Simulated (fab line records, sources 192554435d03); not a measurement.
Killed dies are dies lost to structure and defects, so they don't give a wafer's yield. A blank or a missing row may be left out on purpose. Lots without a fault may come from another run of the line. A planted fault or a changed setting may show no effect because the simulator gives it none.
Chamber matching | flow n5_finfet | N5_MOL_CONTACT_COAG_ETCH_110 on rie_diel-03: 3 sister chambers
The step etches Si in CF4/O2, target depth 2.5 nm, time 8 s. 14 wafers are shown with their chamber, then 6 later ones without.

WAFERS WITH THEIR CHAMBER
wafer  | chamber | showerhead_plenum_p_Torr (Torr) | rf_vpp_V (V) | throttle_valve_pct (%)
L074.2 | 1       | 2.25                            | 130          | 10.39
L074.4 | 3       | 2.15                            | 122          | 10.34
L074.5 | 3       | 2.15                            | 122          | 10.34
L082.2 | 1       | 2.25                            | 129          | 10.42
L082.5 | 1       | 2.25                            | 129          | 10.42
L082.6 | 0       | 2.32                            | 130          | 10.71
L087.1 | 3       | 2.15                            | 122          | 10.39
L087.5 | 1       | 2.24                            | 130          | 10.45
L087.6 | 0       | 2.32                            | 130          | 10.74
L089.2 | 3       | 2.14                            | 122          | 10.43
L089.4 | 0       | 2.32                            | 132          | 10.74
L089.5 | 1       | 2.24                            | 131          | 10.45
L090.2 | 0       | 2.32                            | 130          | 10.75
L090.3 | 1       | 2.24                            | 130          | 10.49

SIGNATURES (means of the wafers above)
reading                  | chamber 0 | chamber 1 | chamber 3 | scatter within a chamber
showerhead_plenum_p_Torr | 2.3200    | 2.2450    | 2.1475    | 0.00452
rf_vpp_V                 | 130.50    | 129.83    | 122.00    | 0.728
throttle_valve_pct       | 10.7350   | 10.4367   | 10.3750   | 0.0338
Rule: a wafer's distance from a chamber is the root of the sum, over the readings, of the square of ((its reading less the chamber's mean) divided by the reading's scatter). The wafer belongs to the nearest chamber; if the next one is less than 2 further off, it can't be placed. The scatter: the root of (the sum of the squares of (reading less its chamber's mean) over the shown wafers, divided by (wafers less chambers)).

WAFERS WITHOUT THEIR CHAMBER
wafer  | showerhead_plenum_p_Torr (Torr) | rf_vpp_V (V) | throttle_valve_pct (%)
L090.6 | 2.32                            | 131          | 10.75
L093.1 | 2.24                            | 130          | 10.50
L093.2 | 2.31                            | 132          | 10.77
L093.5 | 2.31                            | 131          | 10.76
L097.4 | 2.31                            | 130          | 10.82
L097.5 | 2.23                            | 130          | 10.51

WHICH CHAMBER EACH WENT THROUGH
wafer  | from the rows above | in truth
L090.6 | 0                   | 0
L093.1 | 1                   | 1
L093.2 | 0                   | 0
L093.5 | 0                   | 0
L097.4 | 0                   | 0
L097.5 | 1                   | 1
Placed correctly: 6 of 6. Can't be placed from these rows: 0. Placed wrongly: 0.
